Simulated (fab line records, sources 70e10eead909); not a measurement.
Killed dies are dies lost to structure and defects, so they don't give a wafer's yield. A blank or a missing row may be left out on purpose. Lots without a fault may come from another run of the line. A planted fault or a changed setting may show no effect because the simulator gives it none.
fab line records | flow nand_harc
record lots=24 wafers=72 last_day=33
route steps=1302 shown A_STAIRCASE@706
lots that met no fault: from a run of the same line without faults
start_h: hours from the record's first day to the start of the lot's first wafer shown | wait_h: hours since the lot's step before | " the same as in the row above | L1.1+2: a row that stands for several wafers | - no value, or no start given | * or withheld: withheld | < > ~ a bound
route shown NAME@n: a module of which the file shows steps, and the number in the route of the first | usual: mean/standard deviation of fault-free wafers | same: alike in all rows | chamber/n: place in a boat | sites: the reading at each site | _std_site: their standard deviation | _edge_site: outer sites' mean less inner sites' | radius_mm: how far each site lies from the wafer's centre | mask NAME#n: copy n | behind: the tool/chamber that last shaped the wafer | hold: why the lot was held/for how many hours/how that ended | device: the transistor (n, p or np) that didn't switch | end of line: the same wafers' tests at the end of the route | a step without rows: its recipe alone | killed: dies lost to structure and defects at the first sort, not the wafer's yield | map: a wafer's dies, x killed, . not, _ none there
set.NAME: the setting as run; set.NAME@STEP: as run at that earlier step | model.NAME: the simulator's own value behind a step, which no gauge read
steps of the route over a sample of lots; a table a step, a row a wafer
services: from which hour (start_h, from the record's first day; less than 0 if before it) a tool's chamber was out of use, for how many hours, and why
## steps
# step NHARC_A_STAIRCASE_ETCH_192
# recipe target_depth_a=1000 time_s=40.5 ion_energy_ev=400 c4f8_flow_sccm=20 o2_flow_sccm=10 ar_flow_sccm=withheld rf_w=600 bias_w=1000 chemistry=C4F8/O2
# usual oes_product_au=0.941/0.009 rf_vpp_V=894/4.3
# columns lot.wafer tool chamber start_h wait_h oes_product_au rf_hours_counter_h rf_vpp_V
L075.3 rie_diel-05 3 - - 0.944 35 892
L075.4 " 0 " " 0.949 38 895
L075.5 " 2 " " 0.931 - 894
L074.4 rie_diel-05 0 - - 0.935 45 898
L074.3 " 2 " " 0.948 45 894
L074.6 " 1 " " 0.938 - 898
L077.1 rie_diel-05 3 - - 0.936 44 892
L077.4 " 0 " " 0.937 47 895
L077.6 " 0 " " 0.936 - 897
L076.1 rie_diel-05 2 - - 0.939 47 894
L076.2 " 3 " " 0.938 44 891
L076.4 " 1 " " 0.933 51 901
L079.2 rie_diel-04 2 - - 0.936 10 889
L079.1 " 1 " " 0.941 10 892
L079.6 " 3 " " 0.942 - 898
L078.1 rie_diel-04 2 - - 0.949 10 889
L078.6 " 1 " " 0.934 - 895
L078.5 " 2 " " 0.933 - 889
L080.1 rie_diel-02 2 - - 0.950 4 897
L080.4 " 3 " " 0.933 3 887
L080.5 " 2 " " 0.951 - 898
L082.4 rie_diel-05 1 - - 0.953 4 900
L082.2 " 2 " " 0.943 4 894
L082.1 " 0 " " 0.943 4 896
L081.2 rie_diel-02 1 - - 0.938 13 906
L081.3 " 2 " " 0.947 12 898
L081.6 " 2 " " 0.937 - 898
L083.3 rie_diel-04 0 - - 0.956 31 891
L083.5 " 2 " " 0.924 - 889
L083.6 " 3 " " 0.935 - 897
L084.4 rie_diel-02 2 - - 0.936 - 897
L084.5 " 2 " " 0.934 - 896
L084.6 " 0 " " 0.941 - 891
L085.1 rie_diel-02 2 - - 0.938 26 899
L085.3 " 0 " " 0.934 - 892
L085.5 " 0 " " 0.941 - 891
L086.3 rie_diel-05 0 - - 0.946 22 896
L086.5 " 1 " " 0.942 - 897
L086.6 " 2 " " 0.934 - 894
L087.2 rie_diel-04 1 - - 0.946 40 894
L087.1 " 2 " " 0.954 35 888
L087.5 " 2 " " 0.950 - 889
L089.3 rie_diel-02 3 - - 0.928 9 888
L089.1 " 1 " " 0.972 34 906
L089.6 " 2 " " 0.955 - 896
L088.4 rie_diel-04 1 - - 0.951 46 892
L088.3 " 2 " " 0.940 42 888
L088.6 " 1 " " 0.944 - 893
L090.3 rie_diel-04 2 - - 0.948 51 888
L090.4 " 3 " " 0.946 51 896
L090.5 " 1 " " 0.930 - 892
L091.3 rie_diel-05 2 - - 0.950 33 894
L091.5 " 2 " " 0.943 - 893
L091.6 " 3 " " 0.946 - 890
L092.3 rie_diel-05 3 - - 0.940 36 890
L092.1 " 2 " " 0.935 36 895
L092.6 " 3 " " 0.940 - 891
L093.2 rie_diel-02 3 - - 0.954 25 887
L093.1 " 0 " " 0.970 57 889
L093.6 " 1 " " 0.944 - 904
L095.3 rie_diel-05 3 - - 0.926 47 891
L095.4 " 1 " " 0.927 51 898
L095.2 " 2 " " 0.918 48 893
L094.3 rie_diel-02 3 - - 0.945 31 887
L094.2 " 2 " " 0.953 58 897
L094.6 " 2 " " 0.953 - 896
L096.1 rie_diel-05 1 - - 0.942 55 897
L096.3 " 3 " " 0.948 51 890
L096.2 " 0 " " 0.941 54 894
L097.1 rie_diel-02 2 - - 0.935 2 896
L097.5 " 3 " " 0.941 - 887
L097.6 " 0 " " 0.941 - 890
# step NHARC_A_STAIRCASE_STRIP_205
# recipe power_w=1500 temp_c=250 chemistry=O2
# usual drypump_motor_current_A=6.0/0.43 heater_power_w=330/46
# columns lot.wafer tool chamber start_h wait_h drypump_motor_current_A heater_power_w rf_hours_counter_h
L075.3 plasma_asher-02 1 353.92 0.2 6.5 277 -
L075.4 " 0 " " 5.7 340 -
L075.5 " 1 " " 6.5 279 -
L074.4 plasma_asher-02 0 377.35 0.2 5.7 341 -
L074.3 " 1 " " 6.5 270 -
L074.6 " 0 " " 5.7 345 -
L077.1 plasma_asher-02 1 383.71 0.1 6.5 275 29
L077.4 " 0 " " 5.6 355 -
L077.6 " 1 " " 6.5 277 -
L076.2 plasma_asher-02 0 384.02 0.1 5.7 352 29
L076.1 " 1 " " 6.5 279 29
L076.4 " 0 " " 5.7 349 -
L079.2 plasma_asher-02 0 398.36 0.1 5.7 339 33
L079.1 " 1 " " 6.6 280 33
L079.6 " 0 " " 5.7 345 -
L078.1 plasma_asher-01 0 398.60 0.1 5.8 388 9
L078.6 " 1 " " 5.4 395 -
L078.5 " 0 " " 5.8 372 -
L080.1 plasma_asher-02 0 415.38 0.1 5.7 344 36
L080.4 " 1 " " 6.5 280 -
L080.5 " 0 " " 5.7 342 -
L082.2 plasma_asher-01 0 438.71 0.1 5.9 375 18
L082.1 " 1 " " 5.4 397 18
L082.4 " 0 " " 5.8 381 -
L081.2 plasma_asher-02 1 440.82 0.1 6.5 271 2
L081.3 " 1 " " 6.5 278 -
L081.6 " 0 " " 5.7 322 -
L083.3 plasma_asher-02 0 454.62 0.2 5.7 327 -
L083.5 " 1 " " 6.5 275 -
L083.6 " 0 " " 5.7 315 -
L084.4 plasma_asher-01 0 471.70 0.2 5.9 368 -
L084.5 " 1 " " 5.4 391 -
L084.6 " 0 " " 5.8 375 -
L085.1 plasma_asher-02 1 475.79 0.3 6.5 270 9
L085.3 " 0 " " 5.7 322 -
L085.5 " 0 " " 5.7 317 -
L086.3 plasma_asher-01 0 476.35 0.2 5.9 388 -
L086.5 " 1 " " 5.4 410 -
L086.6 " 0 " " 5.9 373 -
L087.2 plasma_asher-02 0 479.15 0.1 5.7 319 10
L087.1 " 1 " " 6.5 276 10
L087.5 " 1 " " 6.5 274 -
L089.1 plasma_asher-02 0 502.52 0.1 5.7 321 14
L089.3 " 0 " " 5.7 316 -
L089.6 " 0 " " 5.7 326 -
L088.4 plasma_asher-02 0 504.56 0.2 5.7 319 -
L088.3 " 1 " " 6.5 273 -
L088.6 " 0 " " 5.7 317 -
L090.4 plasma_asher-02 0 533.65 0.2 5.7 321 -
L090.3 " 1 " " 6.5 269 -
L090.5 " 0 " " 5.7 320 -
L091.3 plasma_asher-01 0 534.02 0.2 5.8 364 -
L091.6 " 0 " " 5.9 362 -
L091.5 " 1 " " 5.5 393 -
L092.1 plasma_asher-01 0 539.59 0.1 5.8 379 2
L092.3 " 0 " " 5.8 364 -
L092.6 " 1 " " 5.4 396 -
L093.2 plasma_asher-01 1 556.65 0.1 5.4 389 5
L093.1 " 0 " " 5.9 366 5
L093.6 " 0 " " 5.9 375 -
L095.2 plasma_asher-02 1 565.26 0.1 6.6 279 28
L095.4 " 1 " " 6.5 280 -
L095.3 " 0 " " 5.7 322 -
L094.2 plasma_asher-02 1 570.93 0.1 6.6 278 29
L094.3 " 1 " " 6.5 271 -
L094.6 " 1 " " 6.5 272 -
L096.1 plasma_asher-02 1 578.17 0.1 6.5 282 31
L096.2 " 0 " " 5.7 326 31
L096.3 " 1 " " 6.5 280 -
L097.1 plasma_asher-01 1 592.73 0.1 5.4 404 14
L097.5 " 1 " " 5.5 401 -
L097.6 " 0 " " 5.8 356 -
# step NHARC_A_STAIRCASE_ETCH_221
# recipe target_depth_a=1000 time_s=40.5 ion_energy_ev=400 c4f8_flow_sccm=20 o2_flow_sccm=10 ar_flow_sccm=withheld rf_w=600 bias_w=1000 chemistry=C4F8/O2
# usual oes_product_au=0.941/0.013 rf_vpp_V=894/4.6
# columns lot.wafer tool chamber start_h wait_h oes_product_au rf_hours_counter_h rf_vpp_V
L075.4 rie_diel-04 2 - - 0.941 52 888
L075.3 " 1 " " 0.931 55 894
L075.5 " 2 " " 0.960 - 889
L074.3 rie_diel-05 1 - - 0.969 49 899
L074.4 " 2 " " 0.946 46 894
L074.6 " 0 " " 0.959 - 896
L077.1 rie_diel-04 0 - - 0.964 4 891
L077.4 " 1 " " 0.970 5 894
L077.6 " 1 " " 0.965 - 894
L076.4 rie_diel-05 3 - - 0.922 45 890
L076.2 " 0 " " 0.935 48 896
L076.1 " 1 " " 0.936 52 900
L079.2 rie_diel-05 1 - - 0.954 58 898
L079.1 " 2 " " 0.958 52 893
L079.6 " 3 " " 0.955 - 890
L078.1 rie_diel-04 3 - - 0.926 11 898
L078.5 " 1 " " 0.926 - 894
L078.6 " 2 " " 0.924 - 890
L080.4 rie_diel-04 0 - - 0.921 21 893
L080.1 " 1 " " 0.927 22 895
L080.5 " 3 " " 0.923 - 897
L082.1 rie_diel-04 2 - - 0.919 25 890
L082.4 " 3 " " 0.920 25 898
L082.2 " 1 " " 0.918 29 894
L081.2 rie_diel-05 3 - - 0.934 6 890
L081.3 " 0 " " 0.938 6 894
L081.6 " 1 " " 0.942 - 899
L083.3 rie_diel-05 0 - - 0.949 12 895
L083.6 " 2 " " 0.937 - 893
L083.5 " 3 " " 0.947 - 890
L084.4 rie_diel-05 3 - - 0.934 19 889
L084.6 " 1 " " 0.935 - 900
L084.5 " 2 " " 0.926 - 894
L085.3 rie_diel-05 1 - - 0.954 21 898
L085.1 " 2 " " 0.949 19 893
L085.5 " 1 " " 0.948 - 900
L086.3 rie_diel-02 1 - - 0.945 24 904
L086.6 " 1 " " 0.947 - 907
L086.5 " 2 " " 0.942 - 897
L087.1 rie_diel-04 1 - - 0.942 41 892
L087.2 " 2 " " 0.952 36 889
L087.5 " 1 " " 0.947 - 893
L089.1 rie_diel-02 0 - - 0.944 37 889
L089.3 " 2 " " 0.966 34 897
L089.6 " 1 " " 0.956 - 906
L088.4 rie_diel-02 2 - - 0.924 35 897
L088.3 " 3 " " 0.930 10 888
L088.6 " 2 " " 0.930 - 898
L090.4 rie_diel-02 3 - - 0.933 18 888
L090.3 " 0 " " 0.935 47 890
L090.5 " 3 " " 0.923 - 887
L091.3 rie_diel-02 2 - - 0.937 45 896
L091.6 " 3 " " 0.933 - 888
L091.5 " 0 " " 0.948 - 891
L092.3 rie_diel-02 0 - - 0.930 48 891
L092.1 " 2 " " 0.949 46 895
L092.6 " 1 " " 0.941 - 905
L093.1 rie_diel-04 2 - - 0.947 4 889
L093.2 " 1 " " 0.936 5 891
L093.6 " 1 " " 0.950 - 891
L095.3 rie_diel-05 2 - - 0.939 50 893
L095.4 " 3 " " 0.947 48 889
L095.2 " 1 " " 0.935 52 896
L094.2 rie_diel-05 2 - - 0.953 51 894
L094.3 " 0 " " 0.955 52 895
L094.6 " 2 " " 0.949 - 892
L096.3 rie_diel-04 0 - - 0.945 8 890
L096.2 " 1 " " 0.945 15 892
L096.1 " 3 " " 0.936 12 897
L097.1 rie_diel-04 1 - - 0.958 20 893
L097.6 " 1 " " 0.942 - 893
L097.5 " 2 " " 0.964 - 890
# step NHARC_A_STAIRCASE_ETCH_225
# recipe target_depth_a=1000 time_s=40.5 ion_energy_ev=400 c4f8_flow_sccm=20 o2_flow_sccm=10 ar_flow_sccm=withheld rf_w=600 bias_w=1000 chemistry=C4F8/O2
# usual oes_product_au=0.943/0.0093 rf_vpp_V=894/4.4
# columns lot.wafer tool chamber start_h wait_h oes_product_au rf_hours_counter_h rf_vpp_V
L075.3 rie_diel-05 2 - - 0.938 39 896
L075.4 " 3 " " 0.936 36 892
L075.5 " 2 " " 0.926 - 894
L074.4 rie_diel-05 0 - - 0.966 46 897
L074.3 " 3 " " 0.958 43 890
L074.6 " 0 " " 0.960 - 896
L077.1 rie_diel-04 1 - - 0.930 5 895
L077.4 " 2 " " 0.935 5 889
L077.6 " 1 " " 0.928 - 893
L076.1 rie_diel-05 2 - - 0.942 48 894
L076.2 " 3 " " 0.930 45 890
L076.4 " 0 " " 0.946 49 895
L079.1 rie_diel-05 3 - - 0.939 49 891
L079.2 " 0 " " 0.956 55 894
L079.6 " 2 " " 0.945 - 895
L078.1 rie_diel-04 0 - - 0.947 11 891
L078.5 " 3 " " 0.934 - 899
L078.6 " 0 " " 0.936 - 891
L080.4 rie_diel-04 1 - - 0.930 22 893
L080.1 " 2 " " 0.929 19 888
L080.5 " 2 " " 0.932 - 890
L082.4 rie_diel-04 3 - - 0.939 26 898
L082.1 " 0 " " 0.933 29 892
L082.2 " 2 " " 0.940 25 889
L081.2 rie_diel-05 0 - - 0.952 6 896
L081.3 " 1 " " 0.952 6 899
L081.6 " 3 " " 0.941 - 891
L083.3 rie_diel-05 3 - - 0.944 10 890
L083.6 " 0 " " 0.947 - 897
L083.5 " 1 " " 0.946 - 898
L084.4 rie_diel-05 0 - - 0.952 21 896
L084.5 " 1 " " 0.951 - 899
L084.6 " 2 " " 0.932 - 895
L085.1 rie_diel-05 0 - - 0.943 23 895
L085.3 " 1 " " 0.937 22 898
L085.5 " 0 " " 0.950 - 896
L086.3 rie_diel-02 1 - - 0.941 25 905
L086.6 " 1 " " 0.945 - 904
L086.5 " 0 " " 0.945 - 890
L087.2 rie_diel-04 2 - - 0.941 36 889
L087.1 " 3 " " 0.926 36 897
L087.5 " 0 " " 0.942 - 891
L089.1 rie_diel-02 2 - - 0.949 34 897
L089.3 " 1 " " 0.960 34 905
L089.6 " 2 " " 0.947 - 896
L088.3 rie_diel-02 1 - - 0.941 35 907
L088.4 " 2 " " 0.953 35 896
L088.6 " 2 " " 0.941 - 897
L090.3 rie_diel-02 3 - - 0.928 18 886
L090.4 " 1 " " 0.944 46 904
L090.5 " 2 " " 0.924 - 897
L091.3 rie_diel-02 1 - - 0.955 46 905
L091.5 " 2 " " 0.949 - 897
L091.6 " 3 " " 0.938 - 888
L092.3 rie_diel-02 0 - - 0.955 49 891
L092.1 " 2 " " 0.955 47 897
L092.6 " 0 " " 0.946 - 892
L093.2 rie_diel-04 3 - - 0.935 3 897
L093.1 " 1 " " 0.933 6 892
L093.6 " 3 " " 0.930 - 898
L095.3 rie_diel-05 3 - - 0.948 49 889
L095.2 " 0 " " 0.944 51 894
L095.4 " 2 " " 0.946 50 893
L094.3 rie_diel-05 1 - - 0.939 54 899
L094.2 " 2 " " 0.943 51 893
L094.6 " 3 " " 0.928 - 890
L096.2 rie_diel-04 1 - - 0.942 15 892
L096.3 " 3 " " 0.953 12 897
L096.1 " 0 " " 0.944 8 890
L097.1 rie_diel-04 2 - - 0.963 17 888
L097.5 " 1 " " 0.953 - 892
L097.6 " 2 " " 0.958 - 889
# step NHARC_A_STAIRCASE_ETCH_230
# recipe target_depth_a=1000 time_s=40.5 ion_energy_ev=400 c4f8_flow_sccm=20 o2_flow_sccm=10 ar_flow_sccm=withheld rf_w=600 bias_w=1000 chemistry=C4F8/O2
# usual oes_product_au=0.947/0.012 rf_vpp_V=894/4.5
# columns lot.wafer tool chamber start_h wait_h oes_product_au rf_hours_counter_h rf_vpp_V
L075.3 rie_diel-05 0 - - 0.955 40 897
L075.4 " 3 " " 0.951 37 891
L075.5 " 1 " " 0.940 - 900
L074.3 rie_diel-04 1 - - 0.961 3 895
L074.4 " 2 " " 0.959 3 890
L074.6 " 1 " " 0.951 - 895
L077.1 rie_diel-04 1 - - 0.956 5 892
L077.4 " 2 " " 0.941 5 888
L077.6 " 1 " " 0.956 - 893
L076.1 rie_diel-05 3 - - 0.939 45 891
L076.2 " 0 " " 0.945 49 896
L076.4 " 2 " " 0.959 48 894
L079.2 rie_diel-05 2 - - 0.958 53 893
L079.1 " 3 " " 0.942 49 891
L079.6 " 2 " " 0.960 - 894
L078.1 rie_diel-04 1 - - 0.963 12 895
L078.5 " 2 " " 0.942 - 889
L078.6 " 3 " " 0.942 - 897
L080.1 rie_diel-02 2 - - 0.961 5 897
L080.4 " 0 " " 0.974 5 891
L080.5 " 2 " " 0.963 - 897
L082.4 rie_diel-05 3 - - 0.924 5 891
L082.1 " 0 " " 0.926 5 895
L082.2 " 2 " " 0.921 5 895
L081.3 rie_diel-02 2 - - 0.966 13 896
L081.2 " 1 " " 0.962 13 906
L081.6 " 0 " " 0.959 - 892
L083.3 rie_diel-05 3 - - 0.949 10 891
L083.5 " 3 " " 0.934 - 892
L083.6 " 0 " " 0.940 - 898
L084.4 rie_diel-04 0 - - 0.935 40 890
L084.5 " 0 " " 0.953 - 892
L084.6 " 1 " " 0.955 - 893
L085.3 rie_diel-05 3 - - 0.949 20 890
L085.1 " 1 " " 0.954 22 899
L085.5 " 3 " " 0.946 - 891
L086.3 rie_diel-02 1 - - 0.939 25 905
L086.5 " 2 " " 0.944 - 897
L086.6 " 0 " " 0.943 - 891
L087.2 rie_diel-04 3 - - 0.923 37 898
L087.1 " 0 " " 0.939 42 890
L087.5 " 0 " " 0.929 - 891
L089.3 rie_diel-04 3 - - 0.977 43 897
L089.1 " 1 " " 0.950 47 892
L089.6 " 2 " " 0.978 - 890
L088.4 rie_diel-02 1 - - 0.939 35 904
L088.3 " 3 " " 0.931 11 887
L088.6 " 1 " " 0.943 - 907
L090.4 rie_diel-05 3 - - 0.929 36 891
L090.3 " 0 " " 0.943 38 895
L090.5 " 1 " " 0.959 - 899
L091.3 rie_diel-02 3 - - 0.942 18 888
L091.5 " 1 " " 0.958 - 906
L091.6 " 2 " " 0.947 - 898
L092.3 rie_diel-02 2 - - 0.949 47 897
L092.1 " 0 " " 0.942 49 890
L092.6 " 1 " " 0.937 - 906
L093.2 rie_diel-04 3 - - 0.934 4 897
L093.1 " 1 " " 0.929 6 891
L093.6 " 3 " " 0.938 - 897
L095.3 rie_diel-05 2 - - 0.945 50 893
L095.2 " 0 " " 0.937 51 894
L095.4 " 1 " " 0.936 53 897
L094.2 rie_diel-05 2 - - 0.961 52 893
L094.3 " 3 " " 0.939 50 889
L094.6 " 1 " " 0.950 - 897
L096.3 rie_diel-04 0 - - 0.949 8 889
L096.2 " 1 " " 0.938 16 893
L096.1 " 3 " " 0.943 13 897
L097.1 rie_diel-04 0 - - 0.953 13 891
L097.6 " 2 " " 0.946 - 888
L097.5 " 3 " " 0.935 - 897
# step NHARC_A_STAIRCASE_DESCUM_252
# recipe time_s=3 o2_flow_sccm=200 ar_flow_sccm=0 bias_power_w=0 chemistry=O2
# usual drypump_motor_current_A=5.6/0.56 oes_product_au=1.000/0.0069 rf_vpp_V=57.7/0.87 showerhead_plenum_p_Torr=1.88/0.061 throttle_valve_pct=11.311/0.0091
# same bias_power_w=0
# columns lot.wafer tool chamber start_h wait_h drypump_motor_current_A oes_product_au rf_hours_counter_h rf_vpp_V showerhead_plenum_p_Torr throttle_valve_pct
L075.3 rie_diel-05 1 360.02 - 4.8 1.007 44 58.8 1.97 11.316
L075.4 " 3 " " 4.9 1.000 38 57.4 1.83 11.317
L075.5 " 0 " " 6.1 1.006 - 59.7 1.91 11.321
L074.4 rie_diel-04 1 382.64 - 5.8 1.004 4 58.0 1.88 11.318
L074.3 " 3 " " 6.1 0.999 4 57.3 1.94 11.334
L074.6 " 0 " " 5.7 0.993 - 55.9 1.84 11.304
L077.4 rie_diel-05 1 388.90 - 4.8 0.998 53 56.7 1.96 11.305
L077.1 " 2 " " 6.3 0.994 49 59.2 1.88 11.302
L077.6 " 0 " " 6.1 1.008 - 57.8 1.91 11.332
L076.2 rie_diel-05 0 389.71 - 6.1 1.003 49 56.8 1.91 11.307
L076.1 " 1 " " 4.8 1.007 53 58.0 1.96 11.320
L076.4 " 2 " " 6.3 0.998 49 57.3 1.88 11.318
L079.1 rie_diel-04 2 403.68 - 5.1 1.005 12 56.8 1.81 11.308
L079.2 " 0 " " 5.6 1.008 11 58.0 1.84 11.326
L079.6 " 3 " " 6.1 0.993 - 57.5 1.94 11.308
L078.1 rie_diel-05 2 404.50 - 6.3 1.007 54 56.4 1.88 11.301
L078.6 " 0 " " 6.1 1.004 - 57.9 1.91 11.314
L078.5 " 1 " " 4.8 1.014 - 59.1 1.96 11.314
L080.1 rie_diel-02 3 420.59 - 5.6 1.004 4 57.4 1.78 11.297
L080.4 " 1 " " 5.7 0.997 6 58.5 2.08 11.301
L080.5 " 2 " " 5.7 1.000 - 56.9 1.93 11.315
L082.2 rie_diel-04 1 443.67 - 5.9 0.994 30 59.2 1.87 11.316
L082.4 " 2 " " 5.1 0.995 26 58.1 1.81 11.308
L082.1 " 3 " " 6.2 0.989 26 56.7 1.94 11.322
L081.3 rie_diel-04 2 448.31 - 5.1 0.993 26 58.5 1.81 11.317
L081.2 " 0 " " 5.6 1.001 30 58.7 1.83 11.305
L081.6 " 3 " " 6.2 0.984 - 58.0 1.93 11.326
L083.3 rie_diel-05 0 461.86 - 6.1 1.004 17 58.7 1.90 11.308
L083.5 " 0 " " 6.1 1.008 - 56.6 1.90 11.320
L083.6 " 1 " " 4.8 1.005 - 57.8 1.96 11.319
L084.4 rie_diel-05 0 476.86 - 6.1 1.001 22 57.0 1.90 11.316
L084.5 " 3 " " 4.9 0.993 - 57.4 1.83 11.312
L084.6 " 0 " " 6.1 1.007 - 58.1 1.90 11.323
L085.1 rie_diel-05 2 481.57 - 6.3 0.989 21 57.7 1.87 11.304
L085.3 " 3 " " 4.9 0.996 21 58.2 1.82 11.315
L085.5 " 2 " " 6.2 0.984 - 57.9 1.87 11.294
L087.2 rie_diel-02 1 484.45 - 5.7 0.999 29 58.9 2.07 11.314
L087.1 " 0 " " 5.1 0.997 32 58.3 1.84 11.331
L087.5 " 1 " " 5.7 0.995 - 58.0 2.07 11.310
L086.3 rie_diel-04 3 486.21 - 6.1 0.987 38 56.9 1.93 11.310
L086.6 " 3 " " 6.1 0.995 - 57.2 1.93 11.316
L086.5 " 0 " " 5.6 1.006 - 55.8 1.83 11.301
L089.1 rie_diel-04 2 507.72 - 5.1 0.994 43 57.3 1.80 11.327
L089.3 " 0 " " 5.6 1.001 48 58.2 1.83 11.306
L089.6 " 2 " " 5.1 1.002 - 57.9 1.80 11.308
L088.4 rie_diel-05 2 510.41 - 6.2 0.989 29 56.8 1.87 11.316
L088.3 " 3 " " 4.9 1.004 28 57.0 1.82 11.310
L088.6 " 1 " " 4.8 1.002 - 59.1 1.95 11.312
L090.4 rie_diel-02 1 539.12 - 5.7 1.005 47 58.5 2.06 11.304
L090.3 " 0 " " 5.1 1.002 48 56.1 1.83 11.305
L090.5 " 2 " " 5.7 1.017 - 56.2 1.92 11.306
L091.3 rie_diel-05 0 539.36 - 6.1 1.004 39 57.5 1.90 11.304
L091.6 " 1 " " 4.8 1.010 - 58.5 1.95 11.308
L091.5 " 2 " " 6.2 0.999 - 56.6 1.87 11.304
L092.1 rie_diel-04 2 545.13 - 5.1 1.004 2 57.6 1.80 11.313
L092.3 " 3 " " 6.2 1.003 1 59.1 1.93 11.302
L092.6 " 1 " " 5.9 0.993 - 57.8 1.86 11.302
L093.1 rie_diel-04 1 562.68 - 5.8 1.008 7 57.8 1.86 11.310
L093.2 " 3 " " 6.2 0.997 5 57.2 1.92 11.312
L093.6 " 2 " " 5.1 1.009 - 57.1 1.80 11.302
L095.4 rie_diel-05 2 570.54 - 6.2 0.998 51 59.5 1.86 11.309
L095.3 " 3 " " 4.9 1.000 49 58.2 1.82 11.305
L095.2 " 1 " " 4.8 1.003 53 57.0 1.94 11.321
L094.2 rie_diel-05 2 576.05 - 6.2 1.001 52 57.4 1.86 11.294
L094.3 " 3 " " 4.9 1.004 51 57.9 1.81 11.307
L094.6 " 0 " " 6.2 1.007 - 58.7 1.89 11.308
L096.2 rie_diel-05 2 583.74 - 6.2 0.993 54 58.3 1.86 11.305
L096.1 " 3 " " 4.9 0.993 53 58.3 1.81 11.321
L096.3 " 0 " " 6.1 1.010 54 57.4 1.89 11.305
L097.1 rie_diel-05 1 597.74 - 4.8 0.984 1 57.2 1.94 11.316
L097.6 " 2 " " 6.2 1.002 - 56.8 1.86 11.303
L097.5 " 3 " " 4.9 0.998 - 57.4 1.81 11.292
## services
# columns tool chamber start_h hours kind
rie_diel-02 2 329.92 27.3 repair
rie_diel-05 0 337.25 - clean
rie_diel-05 1 337.25 - clean
rie_diel-05 2 337.25 - clean
rie_diel-05 3 337.25 - clean
plasma_asher-01 - 342.00 9.0 pm
rie_diel-05 0 361.76 - clean
rie_diel-05 1 361.76 - clean
rie_diel-05 2 361.76 - clean
rie_diel-05 3 361.76 - clean
rie_diel-05 0 386.26 - clean
rie_diel-02 3 394.60 6.4 repair
rie_diel-05 - 406.75 9.0 pm
plasma_asher-02 - 426.60 9.0 pm
rie_diel-02 2 485.22 11.9 repair
rie_diel-04 - 518.10 0.4 repair
plasma_asher-01 - 519.00 9.0 pm
rie_diel-04 - 532.73 9.0 pm
rie_diel-04 0 556.36 9.9 repair
rie_diel-02 - 571.95 9.0 pm
rie_diel-04 2 578.68 6.6 repair
rie_diel-05 - 583.79 9.0 pm
plasma_asher-02 - 585.82 4.3 repair
plasma_asher-01 - 594.24 2.0 repair
## key
fault none
